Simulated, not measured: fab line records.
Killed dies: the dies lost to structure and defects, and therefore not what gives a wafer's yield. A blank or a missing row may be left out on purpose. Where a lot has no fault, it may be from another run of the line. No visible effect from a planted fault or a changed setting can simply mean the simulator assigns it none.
Problem report in the 8D (eight disciplines) form, filled by code ; flow nand-harc ; the parts of the form that need people (team, actions taken, sign-off) are left out

1. WHAT WENT WRONG
plate-temp-C at NHARC_P_GATE_PEB_44 reads a mean of 115.48 C on 9 wafers of 3 lots; wafers without a fault read 118.02 C with a standard deviation of 0.12. Measured from the usual mean, that is -21 standard deviations.
The step: peb time 85 s.
The first sign was on wafer L156.3 at day 11 00:43, on litho-track-02. At this step, 42 wafers from 14 lots have a number in the record. The rule behind "out" and "out of limits": a value lying over 4 standard deviations away from the usual mean. All remaining wafers that have a number are taken as sound.

2. WHAT THIS IS AND IS NOT
question;is;is not
which readings at this step;plate-temp-C, heater-power-total-W;-
which lots;L156, L157, L158;L143, L146, L147, L148, L150, L152, L160, L162, L163, L165, L166
which wafers of those lots;all that have a number;-
read on which tools;litho-track-02;litho-track-03, litho-track-07
when;from day 11 00:43;"up to then (18 sound wafers); but 15 sound wafers of L160, L162, L163, L165, L166 came after"

3. SUSPECTS, AND WHAT RULES EACH OUT
Counting: any tool at a process step up to the reading is kept as a suspect provided that every lot that is out went through it and no sound lot did after the first of them.
- litho-track-02 at NHARC_P_GATE_PEB_44 (peb time 85 s): ruled out as a lasting fault. The sound lots L165 went through it after L156, its earliest lot that is out (day 11 00:43).
Left after counting: nothing in the record.

4. THE CAUSE (what the simulator had put in)
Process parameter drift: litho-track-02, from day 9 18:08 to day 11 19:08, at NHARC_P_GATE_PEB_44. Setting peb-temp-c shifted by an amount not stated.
Counting ruled it out, wrongly.

5. THE CHAIN OF EFFECTS, in route order
Rows list readings where the struck wafers' mean (over those with a number) sits beyond 3 standard deviations from the usual. Only readings whose record carries a usual standard deviation are examined. hours: median over the lots of the time between each lot's start at the first step of this table that gives one and its start at this step. sigmas: the change, counted in usual standard deviations.
hours;step;reading;usual;on struck wafers;change;sigmas
0;NHARC_P_GATE_PEB_44;heater-power-total-W;163.97 W;159.49;-4.48;-16
0;NHARC_P_GATE_PEB_44;plate-temp-C;118.02 C;115.48;-2.54;-21
It contains these process steps:
- NHARC_P_GATE_PEB_44: peb time 85 s.
Later steps that measure or inspect, where all struck wafers having a row at the step show a number for every such reading and not one has moved that far: NHARC_P_GATE_CD_MEAS_46, NHARC_END_SORT_01.

6. WHAT WOULD HAVE CAUGHT IT SOONER
The fault began at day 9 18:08; the first out-of-limits reading in this record came at day 11 00:43, 31 hours later.
